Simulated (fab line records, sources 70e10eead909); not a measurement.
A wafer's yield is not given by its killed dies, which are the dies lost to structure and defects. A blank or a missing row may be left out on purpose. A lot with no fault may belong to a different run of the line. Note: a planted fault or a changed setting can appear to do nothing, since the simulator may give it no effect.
fab line records	flow nandHarc
record lots=24	wafers=72	lastDay=24
route steps=1159 shown A_CONTACT@882 A_BLC@978 A_M1@1046
lots that met no fault: from a run of the same line without faults
startH: start of the lot's first displayed wafer, in hours after the record's first day	waitH: hours from the lot's prior step to this one	" identical to the entry in the row above	L1.1+2: a single row standing in for several wafers	- value missing, or start not given	* or withheld: withheld	< > ~ a bound
route shown NAME@n: names a module that has steps shown in the file, with the first one's number in the route	usual: mean and standard deviation over wafers with no fault	same: alike in all rows	chamber/n: place in a boat	sites: each site's reading	_std_site: standard deviation across them	_edge_site: mean of outer sites minus mean of inner sites	radiusMm: how far each site lies from the wafer's centre	mask NAME#n: copy n	behind: the last tool/chamber to shape the wafer	hold: what put the lot on hold/how long, in hours/how the hold closed	device: names the non-switching transistor (n, p or np)	end of line: tests of these same wafers at the route's end	where a step has no rows: the recipe by itself	killed: dies that structure and defects cost at the first sort, which is not the same as the wafer's yield	map: shows each die of a wafer: x if killed, . if not, _ if none is there
set.NAME: the setting that was run; set.NAME@STEP: the one run at that earlier step	model.NAME: the simulator's own value behind a step, which no gauge read
one table for each step of the route and one row for each wafer, over a sample of lots
services: from which hour (startH, from the record's first day; less than 0 if before it) a tool's chamber was out of use, for how many hours, and why
## steps
# step NHARC_A_CONTACT_STRIP_55
# recipe o2FlowSccm=500	arFlowSccm=0	biasW=0	chemistry=O2
# usual drypumpMotorCurrentA=5.8/0.41	oesProductAu=0.999/0.0077	rfVppV=57.8/0.85	showerheadPlenumPTorr=3.56/0.16	throttleValvePct=17.037/0.0088
lot.wafer	tool	chamber	startH	waitH	drypumpMotorCurrentA	oesProductAu	rfHoursCounterH	rfVppV	showerheadPlenumPTorr	throttleValvePct
L074.4	rieDiel-04	1	-	-	6.2	0.999	27	58.8	3.79	17.044
L074.6	"	2	"	"	5.6	1.009	-	56.9	3.28	17.052
L074.5	"	3	"	"	6.1	1.004	-	57.1	3.68	17.042
L077.1	rieDiel-03	3	-	-	6.4	1.001	60	57.2	3.69	17.038
L077.2	"	0	"	"	5.3	0.993	60	57.4	3.27	17.027
L077.6	"	0	"	"	5.3	0.999	-	57.5	3.27	17.032
L076.1	rieDiel-04	0	-	-	6.0	1.002	33	58.3	3.58	17.034
L076.4	"	1	"	"	6.2	0.994	35	58.4	3.79	17.029
L076.3	"	2	"	"	5.6	1.004	30	58.0	3.28	17.039
L079.2	rieDiel-01	0	-	-	5.3	1.002	12	58.6	3.60	17.041
L079.6	"	2	"	"	5.5	0.986	-	57.4	3.33	17.036
L079.5	"	0	"	"	5.3	0.989	-	57.9	3.60	17.031
L075.4	rieDiel-04	3	-	-	6.1	0.993	34	58.2	3.68	17.033
L075.5	"	0	"	"	6.0	1.009	-	57.5	3.58	17.038
L075.6	"	1	"	"	6.1	1.004	-	58.0	3.79	17.040
L078.2	rieDiel-03	1	-	-	6.4	1.003	63	56.8	3.31	17.044
L078.1	"	2	"	"	6.8	1.005	66	57.2	3.48	17.031
L078.5	"	2	"	"	6.8	0.998	-	58.0	3.48	17.048
L080.3	rieDiel-01	0	-	-	5.3	1.001	18	58.8	3.60	17.042
L080.6	"	0	"	"	5.3	0.993	-	58.9	3.60	17.051
L080.5	"	1	"	"	5.7	1.001	-	58.0	3.64	17.030
L081.2	rieDiel-01	1	-	-	5.7	0.990	17	57.3	3.64	17.033
L081.4	"	2	"	"	5.6	0.990	18	56.8	3.33	17.037
L081.6	"	0	"	"	5.3	0.985	-	57.2	3.60	17.036
L083.2	rieDiel-03	2	-	-	6.8	1.019	8	58.2	3.48	17.033
L083.1	"	0	"	"	5.2	1.006	7	59.1	3.80	17.048
L083.5	"	3	"	"	6.4	1.007	-	58.8	3.68	17.028
L082.4	rieDiel-01	0	-	-	5.3	0.997	21	57.6	3.60	17.057
L082.1	"	2	"	"	5.5	0.999	21	58.0	3.32	17.035
L082.5	"	3	"	"	5.6	1.002	-	58.2	3.67	17.047
L084.3	rieDiel-04	2	-	-	5.6	1.002	43	57.3	3.27	17.028
L084.1	"	3	"	"	6.0	0.982	52	58.7	3.67	17.032
L084.2	"	0	"	"	5.9	1.003	56	57.2	3.57	17.029
L085.3	rieDiel-04	3	-	-	6.0	0.992	54	59.0	3.67	17.034
L085.1	"	1	"	"	6.2	1.001	59	57.9	3.77	17.050
L085.6	"	0	"	"	6.0	1.003	-	58.2	3.57	17.040
L087.1	rieDiel-01	2	-	-	5.5	0.993	25	57.9	3.32	17.045
L087.5	"	2	"	"	5.5	0.987	-	55.1	3.32	17.032
L087.6	"	0	"	"	5.3	0.997	-	57.9	3.60	17.034
L086.1	rieDiel-03	2	-	-	6.7	0.992	17	59.2	3.47	17.038
L086.2	"	3	"	"	6.4	1.019	17	58.5	3.67	17.030
L086.6	"	2	"	"	6.7	0.999	-	57.1	3.47	17.030
L092.4	rieDiel-04	2	-	-	5.6	1.008	55	57.4	3.26	17.039
L092.3	"	3	"	"	6.0	1.007	64	57.9	3.66	17.032
L092.2	"	0	"	"	6.0	1.005	69	58.4	3.56	17.036
L091.3	rieDiel-01	2	-	-	5.6	0.987	28	56.2	3.32	17.040
L091.6	"	1	"	"	5.7	0.997	-	57.1	3.64	17.041
L091.4	"	2	"	"	5.5	0.997	-	57.5	3.32	17.031
L089.2	rieDiel-01	2	-	-	5.5	0.986	30	57.1	3.32	17.050
L089.4	"	3	"	"	5.6	0.994	26	57.1	3.66	17.040
L089.1	"	0	"	"	5.3	0.990	31	56.8	3.59	17.021
L088.4	rieDiel-03	3	-	-	6.4	1.005	28	56.7	3.67	17.042
L088.1	"	1	"	"	6.4	1.009	30	56.4	3.29	17.040
L088.6	"	3	"	"	6.4	1.009	-	59.1	3.67	17.061
L093.3	rieDiel-01	0	-	-	5.3	0.996	33	58.2	3.59	17.044
L093.1	"	1	"	"	5.7	0.998	32	59.0	3.63	17.044
L093.6	"	2	"	"	5.6	0.996	-	57.9	3.32	17.046
L090.1	rieDiel-01	0	-	-	5.3	0.992	33	57.8	3.59	17.022
L090.3	"	3	"	"	5.6	0.993	28	57.2	3.66	17.023
L090.6	"	1	"	"	5.8	0.996	-	58.3	3.63	17.036
L094.1	rieDiel-04	3	-	-	6.1	0.997	6	57.5	3.66	17.031
L094.4	"	1	"	"	6.2	0.999	7	59.4	3.76	17.021
L094.3	"	2	"	"	5.6	1.002	7	57.6	3.80	17.035
L095.3	rieDiel-04	3	-	-	6.1	1.002	7	56.8	3.66	17.040
L095.4	"	1	"	"	6.2	1.011	7	58.9	3.76	17.018
L095.1	"	2	"	"	5.6	1.009	7	58.4	3.80	17.037
L096.4	rieDiel-01	3	-	-	5.6	1.001	2	56.9	3.66	17.041
L096.2	"	0	"	"	5.3	1.018	2	57.5	3.59	17.029
L096.6	"	2	"	"	5.6	0.996	-	57.2	3.32	17.043
L097.2	rieDiel-01	0	-	-	5.3	1.009	2	56.9	3.59	17.055
L097.4	"	1	"	"	5.7	1.007	2	57.3	3.63	17.044
L097.5	"	1	"	"	5.7	1.000	-	58.6	3.63	17.034
# step NHARC_A_CONTACT_STRIP_82
# recipe o2FlowSccm=500	arFlowSccm=0	biasW=0	chemistry=O2
# usual drypumpMotorCurrentA=5.9/0.44	oesProductAu=0.999/0.0084	rfVppV=57.8/0.98	showerheadPlenumPTorr=3.57/0.16	throttleValvePct=17.036/0.0093
lot.wafer	tool	chamber	startH	waitH	drypumpMotorCurrentA	oesProductAu	rfHoursCounterH	rfVppV	showerheadPlenumPTorr	throttleValvePct
L074.4	rieDiel-01	0	-	-	5.3	1.002	8	58.2	3.61	17.020
L074.6	"	0	"	"	5.3	0.993	-	58.2	3.61	17.018
L074.5	"	1	"	"	5.7	0.996	-	59.9	3.65	17.031
L077.2	rieDiel-04	0	-	-	6.0	1.004	36	56.4	3.58	17.021
L077.1	"	2	"	"	5.7	1.001	34	57.0	3.28	17.023
L077.6	"	1	"	"	6.2	0.990	-	59.0	3.79	17.044
L076.3	rieDiel-01	3	-	-	5.6	0.985	13	57.6	3.67	17.056
L076.1	"	0	"	"	5.3	0.987	12	57.3	3.60	17.022
L076.4	"	0	"	"	5.3	0.986	-	57.1	3.60	17.039
L079.2	rieDiel-01	0	-	-	5.3	0.999	14	58.3	3.60	17.050
L079.6	"	1	"	"	5.7	0.995	-	59.1	3.64	17.044
L079.5	"	2	"	"	5.5	0.999	-	54.5	3.33	17.033
L075.4	rieDiel-01	0	-	-	5.3	0.999	14	57.9	3.60	17.043
L075.5	"	3	"	"	5.6	0.987	-	56.7	3.67	17.037
L075.6	"	0	"	"	5.3	0.986	-	57.6	3.60	17.037
L078.2	rieDiel-04	1	-	-	6.1	0.998	45	57.4	3.78	17.043
L078.1	"	3	"	"	6.0	0.986	40	57.8	3.67	17.040
L078.5	"	1	"	"	6.1	1.001	-	58.7	3.78	17.030
L080.3	rieDiel-04	0	-	-	5.9	1.008	54	58.2	3.57	17.028
L080.5	"	2	"	"	5.6	1.004	-	56.9	3.27	17.023
L080.6	"	3	"	"	6.1	0.991	-	58.0	3.67	17.029
L081.4	rieDiel-03	3	-	-	6.4	1.005	7	58.4	3.68	17.045
L081.2	"	0	"	"	5.3	1.017	7	59.6	3.80	17.041
L081.6	"	3	"	"	6.4	1.013	-	55.9	3.68	17.041
L083.2	rieDiel-03	2	-	-	6.7	1.007	10	58.2	3.48	17.031
L083.1	"	0	"	"	5.2	1.007	9	57.4	3.80	17.031
L083.5	"	3	"	"	6.4	1.007	-	58.9	3.68	17.034
L082.1	rieDiel-01	0	-	-	5.3	0.998	23	56.7	3.60	17.051
L082.4	"	1	"	"	5.7	1.009	22	58.4	3.64	17.035
L082.5	"	0	"	"	5.3	0.997	-	58.1	3.60	17.033
L084.2	rieDiel-03	1	-	-	6.4	0.998	12	57.2	3.30	17.040
L084.3	"	2	"	"	6.8	1.001	12	57.7	3.48	17.049
L084.1	"	3	"	"	6.4	1.000	11	58.5	3.68	17.043
L085.3	rieDiel-01	2	-	-	5.5	1.001	24	57.4	3.32	17.022
L085.1	"	0	"	"	5.3	0.989	25	56.9	3.60	17.029
L085.6	"	1	"	"	5.7	1.001	-	57.3	3.64	17.035
L087.1	rieDiel-03	1	-	-	6.4	0.982	21	56.9	3.30	17.056
L087.5	"	2	"	"	6.7	1.000	-	57.9	3.47	17.034
L087.6	"	3	"	"	6.4	1.003	-	58.1	3.67	17.031
L086.1	rieDiel-04	1	-	-	6.2	1.002	69	57.5	3.77	17.030
L086.2	"	3	"	"	6.0	0.999	62	58.8	3.66	17.035
L086.6	"	1	"	"	6.2	1.004	-	58.2	3.77	17.027
L092.2	rieDiel-03	0	-	-	5.3	1.014	22	58.6	3.80	17.029
L092.4	"	1	"	"	6.4	1.001	27	58.4	3.29	17.036
L092.3	"	3	"	"	6.4	1.005	25	57.9	3.67	17.041
L091.3	rieDiel-01	0	-	-	5.3	1.000	31	57.4	3.59	17.032
L091.4	"	2	"	"	5.5	0.989	30	56.9	3.32	17.024
L091.6	"	1	"	"	5.7	1.000	-	58.8	3.63	17.028
L089.2	rieDiel-01	1	-	-	5.8	0.985	32	57.8	3.63	17.044
L089.1	"	2	"	"	5.5	0.987	31	56.5	3.32	17.042
L089.4	"	3	"	"	5.6	0.992	28	59.0	3.66	17.036
L088.4	rieDiel-01	0	-	-	5.3	0.998	34	58.9	3.59	17.052
L088.1	"	1	"	"	5.7	0.992	33	57.2	3.63	17.053
L088.6	"	2	"	"	5.6	0.985	-	57.4	3.32	17.042
L093.3	rieDiel-04	1	-	-	6.2	0.996	4	57.8	3.76	17.032
L093.1	"	3	"	"	6.0	0.991	3	58.8	3.66	17.044
L093.6	"	1	"	"	6.2	0.998	-	58.1	3.77	17.033
L090.1	rieDiel-03	2	-	-	6.8	1.015	31	58.9	3.47	17.038
L090.3	"	1	"	"	6.4	1.012	36	56.8	3.29	17.042
L090.6	"	2	"	"	6.8	1.017	-	57.4	3.47	17.039
L094.1	rieDiel-01	2	-	-	5.6	0.991	1	56.5	3.32	17.046
L094.3	"	3	"	"	5.6	0.993	1	57.9	3.66	17.028
L094.4	"	0	"	"	5.3	1.006	0	58.9	3.59	17.036
L095.4	rieDiel-01	1	-	-	5.7	1.012	1	59.5	3.63	17.049
L095.3	"	2	"	"	5.5	0.990	2	56.0	3.32	17.031
L095.1	"	3	"	"	5.6	1.005	2	58.5	3.66	17.025
L096.4	rieDiel-04	2	-	-	5.6	1.006	15	57.7	3.80	17.048
L096.2	"	0	"	"	6.0	0.997	13	57.2	3.56	17.023
L096.6	"	2	"	"	5.6	0.993	-	58.3	3.80	17.032
L097.2	rieDiel-03	2	-	-	6.8	1.008	46	58.1	3.46	17.039
L097.5	"	3	"	"	6.4	1.007	-	58.8	3.66	17.048
L097.4	"	1	"	"	6.4	0.995	-	56.6	3.28	17.052
# step NHARC_A_CONTACT_INSPECT_23
# usual rawDefectCount=437/150
lot.wafer	tool	chamber	startH	waitH	rawDefectCount
L074.4	defectInspect-01	-	382.05	0.1	846
L074.5	"	-	"	"	525
L074.6	"	-	"	"	1050
L077.1	defectInspect-01	-	395.59	0.1	785
L077.2	"	-	"	"	625
L077.6	"	-	"	"	713
L076.1	defectInspect-01	-	396.40	0.1	290
L076.3	"	-	"	"	293
L076.4	"	-	"	"	260
L079.2	defectInspect-01	-	400.13	0.1	636
L079.5	"	-	"	"	340
L079.6	"	-	"	"	320
L075.4	defectInspect-02	-	403.27	0.1	232
L075.5	"	-	"	"	221
L075.6	"	-	"	"	357
L078.1	defectInspect-02	-	409.02	0.1	703
L078.2	"	-	"	"	639
L078.5	"	-	"	"	544
L080.3	defectInspect-02	-	434.42	0.1	346
L080.5	"	-	"	"	536
L080.6	"	-	"	"	458
L081.2	defectInspect-01	-	436.25	0.1	443
L081.4	"	-	"	"	493
L081.6	"	-	"	"	626
L083.1	defectInspect-02	-	443.06	0.1	292
L083.2	"	-	"	"	304
L083.5	"	-	"	"	268
L082.1	defectInspect-01	-	444.61	0.1	404
L082.4	"	-	"	"	429
L082.5	"	-	"	"	423
L084.1	defectInspect-01	-	450.88	0.1	464
L084.2	"	-	"	"	407
L084.3	"	-	"	"	375
L085.1	defectInspect-02	-	452.17	0.1	272
L085.3	"	-	"	"	217
L085.6	"	-	"	"	331
L087.1	defectInspect-01	-	470.91	0.1	235
L087.5	"	-	"	"	501
L087.6	"	-	"	"	325
L086.1	defectInspect-01	-	472.41	0.1	409
L086.2	"	-	"	"	446
L086.6	"	-	"	"	477
L092.2	defectInspect-01	-	488.03	0.1	373
L092.3	"	-	"	"	550
L092.4	"	-	"	"	344
L091.3	defectInspect-01	-	488.76	0.1	489
L091.4	"	-	"	"	401
L091.6	"	-	"	"	844
L089.1	defectInspect-01	-	494.67	0.1	439
L089.2	"	-	"	"	363
L089.4	"	-	"	"	315
L088.1	defectInspect-01	-	500.49	0.1	738
L088.4	"	-	"	"	770
L088.6	"	-	"	"	541
L093.1	defectInspect-02	-	501.23	0.1	347
L093.3	"	-	"	"	315
L093.6	"	-	"	"	412
L090.1	defectInspect-02	-	504.83	0.1	310
L090.3	"	-	"	"	248
L090.6	"	-	"	"	368
L094.1	defectInspect-02	-	513.93	0.1	335
L094.3	"	-	"	"	325
L094.4	"	-	"	"	375
L095.1	defectInspect-01	-	515.22	0.1	560
L095.3	"	-	"	"	314
L095.4	"	-	"	"	392
L096.2	defectInspect-02	-	528.34	0.1	388
L096.4	"	-	"	"	377
L096.6	"	-	"	"	483
L097.2	defectInspect-02	-	539.47	0.1	391
L097.4	"	-	"	"	396
L097.5	"	-	"	"	354
# step NHARC_A_BLC_ETCH_16
# recipe targetDepthA=390	overEtchFrac=0.3	timeS=65	ionEnergyEv=80	cf4FlowSccm=150	arFlowSccm=0	rfW=300	biasW=100	chemistry=CF4
# usual drypumpMotorCurrentA=5.8/0.59	oesProductAu=0.999/0.0084	rfVppV=151.8/1.3	showerheadPlenumPTorr=1.80/0.069	throttleValvePct=13.285/0.0088
lot.wafer	tool	chamber	startH	waitH	drypumpMotorCurrentA	oesProductAu	rfHoursCounterH	rfVppV	showerheadPlenumPTorr	throttleValvePct
L074.4	rieDiel-11	0	382.92	0.2	6.5	1.004	2	152.7	1.79	13.268
L074.5	"	3	"	"	5.4	1.008	-	152.2	1.91	13.276
L074.6	"	0	"	"	6.5	1.021	-	151.8	1.79	13.277
L077.1	rieDiel-13	3	396.39	0.1	6.1	0.990	12	151.9	1.81	13.279
L077.2	"	0	"	"	5.8	0.987	12	150.8	1.76	13.291
L077.6	"	2	"	"	5.7	0.995	-	151.8	1.80	13.282
L076.1	rieDiel-12	1	397.18	0.1	6.6	0.998	1	152.8	1.89	13.289
L076.3	"	3	"	"	5.3	0.991	1	151.1	1.70	13.275
L076.4	"	0	"	"	6.7	0.999	1	152.6	1.87	13.277
L079.2	rieDiel-13	3	400.91	0.1	6.0	0.985	13	150.5	1.81	13.275
L079.6	"	2	"	"	5.6	0.986	-	152.5	1.80	13.280
L079.5	"	3	"	"	6.1	0.990	-	151.5	1.81	13.284
L075.4	rieDiel-12	2	404.07	0.1	5.0	1.000	2	153.4	1.86	13.291
L075.6	"	0	"	"	6.7	1.002	-	151.7	1.87	13.280
L075.5	"	1	"	"	6.6	1.011	-	153.7	1.89	13.292
L078.2	rieDiel-12	2	409.83	0.1	5.0	1.006	3	154.1	1.86	13.293
L078.1	"	3	"	"	5.3	1.004	3	152.0	1.70	13.285
L078.5	"	1	"	"	6.6	1.009	-	152.7	1.89	13.278
L080.3	rieDiel-12	1	435.22	0.1	6.6	1.000	6	151.3	1.89	13.281
L080.6	"	2	"	"	5.0	1.015	-	153.4	1.86	13.305
L080.5	"	3	"	"	5.3	0.999	-	150.9	1.70	13.286
L081.4	rieDiel-13	0	437.03	0.1	5.8	0.990	15	149.9	1.76	13.291
L081.2	"	2	"	"	5.7	1.006	15	151.2	1.80	13.272
L081.6	"	3	"	"	6.1	1.003	-	151.1	1.81	13.299
L083.2	rieDiel-11	1	443.86	0.1	5.5	1.011	24	149.5	1.69	13.273
L083.1	"	3	"	"	5.4	1.022	26	152.9	1.90	13.291
L083.5	"	0	"	"	6.5	1.018	-	151.1	1.78	13.282
L082.4	rieDiel-11	1	445.27	0.1	5.5	0.990	24	151.3	1.69	13.288
L082.1	"	3	"	"	5.4	1.008	26	153.5	1.90	13.297
L082.5	"	2	"	"	5.4	1.007	-	152.9	1.81	13.287
L084.2	rieDiel-12	3	451.53	0.1	5.3	0.992	7	149.4	1.70	13.284
L084.3	"	0	"	"	6.7	0.998	8	151.6	1.87	13.266
L084.1	"	1	"	"	6.6	0.994	8	153.2	1.89	13.279
L085.1	rieDiel-12	0	452.83	0.1	6.8	1.008	8	152.6	1.87	13.273
L085.3	"	1	"	"	6.6	0.986	8	153.3	1.89	13.284
L085.6	"	3	"	"	5.3	0.990	-	150.6	1.70	13.279
L087.1	rieDiel-12	1	471.58	0.1	6.6	0.999	10	152.2	1.89	13.281
L087.6	"	3	"	"	5.3	0.986	-	150.8	1.70	13.278
L087.5	"	0	"	"	6.7	1.003	-	153.6	1.86	13.275
L086.1	rieDiel-12	3	473.19	0.1	5.3	0.987	10	150.7	1.70	13.290
L086.2	"	1	"	"	6.6	0.990	10	154.2	1.89	13.287
L086.6	"	2	"	"	4.9	1.000	-	151.9	1.86	13.279
L092.4	rieDiel-13	0	488.80	0.1	5.7	0.986	2	150.9	1.76	13.280
L092.3	"	2	"	"	5.6	0.986	3	152.6	1.80	13.291
L092.2	"	3	"	"	6.1	0.999	2	152.1	1.80	13.285
L091.3	rieDiel-12	3	489.57	0.1	5.3	0.989	11	150.1	1.70	13.271
L091.4	"	1	"	"	6.6	0.996	-	153.8	1.89	13.289
L091.6	"	3	"	"	5.3	1.005	-	150.8	1.70	13.279
L089.2	rieDiel-12	2	495.46	0.1	5.0	0.993	11	153.1	1.86	13.290
L089.1	"	3	"	"	5.3	0.998	11	150.1	1.70	13.275
L089.4	"	1	"	"	6.6	0.984	-	152.8	1.89	13.292
L088.4	rieDiel-13	1	501.15	0.1	5.7	0.997	3	150.5	1.72	13.285
L088.1	"	3	"	"	6.1	0.996	3	152.7	1.80	13.300
L088.6	"	1	"	"	5.6	1.000	-	151.7	1.72	13.292
L093.1	rieDiel-12	1	502.02	0.1	6.6	0.997	14	153.6	1.89	13.289
L093.3	"	2	"	"	4.9	1.015	12	151.9	1.85	13.274
L093.6	"	3	"	"	5.3	1.001	-	151.0	1.70	13.282
L090.3	rieDiel-13	0	505.62	0.1	5.8	0.986	3	150.7	1.76	13.284
L090.1	"	1	"	"	5.6	0.998	4	150.1	1.72	13.280
L090.6	"	3	"	"	6.1	1.007	-	151.1	1.80	13.296
L094.1	rieDiel-12	3	514.71	0.1	5.3	0.992	15	148.7	1.70	13.289
L094.4	"	0	"	"	6.7	0.993	14	152.1	1.86	13.285
L094.3	"	1	"	"	6.6	1.008	16	152.5	1.88	13.267
L095.4	rieDiel-13	1	515.89	0.1	5.6	1.010	5	150.9	1.72	13.277
L095.3	"	2	"	"	5.6	0.999	5	150.6	1.80	13.289
L095.1	"	0	"	"	5.8	0.994	5	149.8	1.76	13.286
L096.4	rieDiel-12	2	529.12	0.1	4.9	0.998	17	152.0	1.85	13.275
L096.2	"	0	"	"	6.7	1.003	15	153.6	1.86	13.291
L096.6	"	3	"	"	5.3	1.004	-	150.6	1.70	13.301
L097.2	rieDiel-13	2	540.25	0.1	5.7	0.987	7	154.1	1.80	13.283
L097.4	"	3	"	"	6.1	0.991	6	151.4	1.80	13.288
L097.5	"	2	"	"	5.7	0.987	-	150.6	1.80	13.302
# step NHARC_A_M1_DEGAS_29
# recipe tempC=250	timeS=60
# usual heaterPowerW=334/22
lot.wafer	tool	chamber	startH	waitH	heaterPowerW
L074.4	pvdSputter-01	-	397.23	-	340
L074.5	"	-	"	"	346
L074.6	"	-	"	"	325
L077.2	pvdSputter-03	-	405.36	-	299
L077.1	"	-	"	"	351
L077.6	"	-	"	"	300
L076.1	pvdSputter-03	-	408.85	-	342
L076.4	"	-	"	"	305
L076.3	"	-	"	"	334
L079.2	pvdSputter-02	-	410.31	-	302
L079.6	"	-	"	"	308
L079.5	"	-	"	"	346
L075.4	pvdSputter-01	-	415.66	-	327
L075.6	"	-	"	"	323
L075.5	"	-	"	"	330
L078.2	pvdSputter-02	-	422.05	-	308
L078.1	"	-	"	"	376
L078.5	"	-	"	"	351
L080.3	pvdSputter-03	-	448.17	-	300
L080.5	"	-	"	"	322
L080.6	"	-	"	"	333
L081.4	pvdSputter-02	-	448.76	-	378
L081.2	"	-	"	"	311
L081.6	"	-	"	"	375
L083.2	pvdSputter-02	-	455.71	-	310
L083.1	"	-	"	"	377
L083.5	"	-	"	"	344
L082.4	pvdSputter-02	-	456.52	-	351
L082.1	"	-	"	"	302
L082.5	"	-	"	"	317
L084.1	pvdSputter-01	-	465.76	-	349
L084.3	"	-	"	"	330
L084.2	"	-	"	"	319
L085.3	pvdSputter-02	-	466.38	-	351
L085.1	"	-	"	"	300
L085.6	"	-	"	"	300
L087.1	pvdSputter-02	-	483.68	-	310
L087.6	"	-	"	"	298
L087.5	"	-	"	"	378
L086.2	pvdSputter-01	-	484.42	-	328
L086.1	"	-	"	"	319
L086.6	"	-	"	"	359
L092.3	pvdSputter-01	-	501.28	-	322
L092.4	"	-	"	"	363
L092.2	"	-	"	"	334
L091.4	pvdSputter-03	-	501.81	-	357
L091.3	"	-	"	"	343
L091.6	"	-	"	"	351
L089.2	pvdSputter-02	-	508.13	-	374
L089.1	"	-	"	"	349
L089.4	"	-	"	"	303
L088.4	pvdSputter-03	-	511.87	-	329
L088.1	"	-	"	"	353
L088.6	"	-	"	"	330
L093.1	pvdSputter-01	-	512.63	-	328
L093.3	"	-	"	"	357
L093.6	"	-	"	"	353
L090.3	pvdSputter-02	-	515.01	-	343
L090.1	"	-	"	"	305
L090.6	"	-	"	"	321
L094.3	pvdSputter-03	-	526.18	-	346
L094.1	"	-	"	"	326
L094.4	"	-	"	"	330
L095.3	pvdSputter-03	-	526.76	-	321
L095.4	"	-	"	"	349
L095.1	"	-	"	"	343
L096.4	pvdSputter-02	-	538.32	-	295
L096.2	"	-	"	"	388
L096.6	"	-	"	"	309
L097.2	pvdSputter-01	-	549.39	-	346
L097.4	"	-	"	"	327
L097.5	"	-	"	"	352
# step NHARC_A_M1_THK_MEAS_24
# recipe thkMeasGauge=xrf
# usual thkNm=154.1/1.3
lot.wafer	tool	chamber	startH	waitH	thkNm
L074.4	filmMetro-02	-	398.65	-	156.0
L074.5	"	-	"	"	155.4
L074.6	"	-	"	"	154.4
L077.1	filmMetro-02	-	407.07	-	154.3
L077.2	"	-	"	"	153.7
L077.6	"	-	"	"	152.9
L076.1	filmMetro-01	-	410.29	-	155.0
L076.3	"	-	"	"	155.7
L076.4	"	-	"	"	153.9
L079.2	filmMetro-01	-	411.69	-	154.7
L079.5	"	-	"	"	153.0
L079.6	"	-	"	"	153.1
L075.4	filmMetro-02	-	417.05	-	153.4
L075.5	"	-	"	"	153.6
L075.6	"	-	"	"	154.2
L078.1	filmMetro-01	-	423.44	-	153.9
L078.2	"	-	"	"	155.2
L078.5	"	-	"	"	155.8
L080.3	filmMetro-01	-	449.57	-	153.7
L080.5	"	-	"	"	153.9
L080.6	"	-	"	"	153.1
L081.2	filmMetro-01	-	450.16	-	152.5
L081.4	"	-	"	"	153.9
L081.6	"	-	"	"	152.7
L083.1	filmMetro-01	-	457.12	-	152.6
L083.2	"	-	"	"	153.5
L083.5	"	-	"	"	154.9
L082.1	filmMetro-01	-	457.90	-	156.4
L082.4	"	-	"	"	155.3
L082.5	"	-	"	"	152.2
L084.1	filmMetro-02	-	467.16	-	156.9
L084.2	"	-	"	"	154.8
L084.3	"	-	"	"	157.1
L085.1	filmMetro-01	-	467.77	-	153.7
L085.3	"	-	"	"	155.7
L085.6	"	-	"	"	154.2
L087.1	filmMetro-01	-	485.13	-	152.0
L087.5	"	-	"	"	151.7
L087.6	"	-	"	"	152.0
L086.1	filmMetro-01	-	485.82	-	151.6
L086.2	"	-	"	"	156.2
L086.6	"	-	"	"	153.4
L092.2	filmMetro-01	-	502.69	-	154.0
L092.3	"	-	"	"	153.3
L092.4	"	-	"	"	155.4
L091.3	filmMetro-01	-	503.23	-	155.9
L091.4	"	-	"	"	157.1
L091.6	"	-	"	"	154.3
L089.1	filmMetro-01	-	509.52	-	153.7
L089.2	"	-	"	"	155.1
L089.4	"	-	"	"	155.8
L088.1	filmMetro-01	-	513.26	-	155.3
L088.4	"	-	"	"	153.6
L088.6	"	-	"	"	151.7
L093.1	filmMetro-02	-	514.03	-	153.6
L093.3	"	-	"	"	152.4
L093.6	"	-	"	"	153.3
L090.1	filmMetro-01	-	516.41	-	154.3
L090.3	"	-	"	"	154.0
L090.6	"	-	"	"	155.2
L094.1	filmMetro-01	-	527.57	-	152.4
L094.3	"	-	"	"	155.2
L094.4	"	-	"	"	154.1
L095.1	filmMetro-01	-	528.14	-	153.0
L095.3	"	-	"	"	153.7
L095.4	"	-	"	"	152.5
L096.2	filmMetro-02	-	539.96	-	155.6
L096.4	"	-	"	"	155.7
L096.6	"	-	"	"	154.8
L097.2	filmMetro-01	-	550.94	-	155.1
L097.4	"	-	"	"	155.1
L097.5	"	-	"	"	155.2
## services
tool	chamber	startH	hours	kind
pvdSputter-01	-	351.31	3.0	repair
pvdSputter-03	-	352.54	0.7	repair
rieDiel-13	1	366.36	30.1	repair
rieDiel-12	0	369.94	2.3	repair
rieDiel-12	1	373.02	6.4	repair
rieDiel-12	-	379.40	9.0	pm
pvdSputter-02	-	392.03	10.0	pm
rieDiel-03	-	392.45	9.0	pm
rieDiel-01	3	442.07	24.2	repair
rieDiel-03	0	444.31	9.1	repair
pvdSputter-01	-	448.04	17.1	repair
rieDiel-13	-	453.10	9.0	pm
rieDiel-04	3	455.70	2.4	repair
pvdSputter-03	-	458.07	10.0	pm
rieDiel-04	-	466.30	9.0	pm
rieDiel-03	2	466.36	3.2	repair
rieDiel-12	0	488.47	15.5	repair
rieDiel-01	-	491.83	9.0	pm
rieDiel-03	0	509.33	26.2	repair
pvdSputter-01	-	514.00	10.0	pm
rieDiel-04	2	528.54	4.8	repair
rieDiel-12	3	533.44	8.5	repair
pvdSputter-01	-	533.83	4.3	repair
rieDiel-13	3	534.69	4.3	repair
## key
fault none
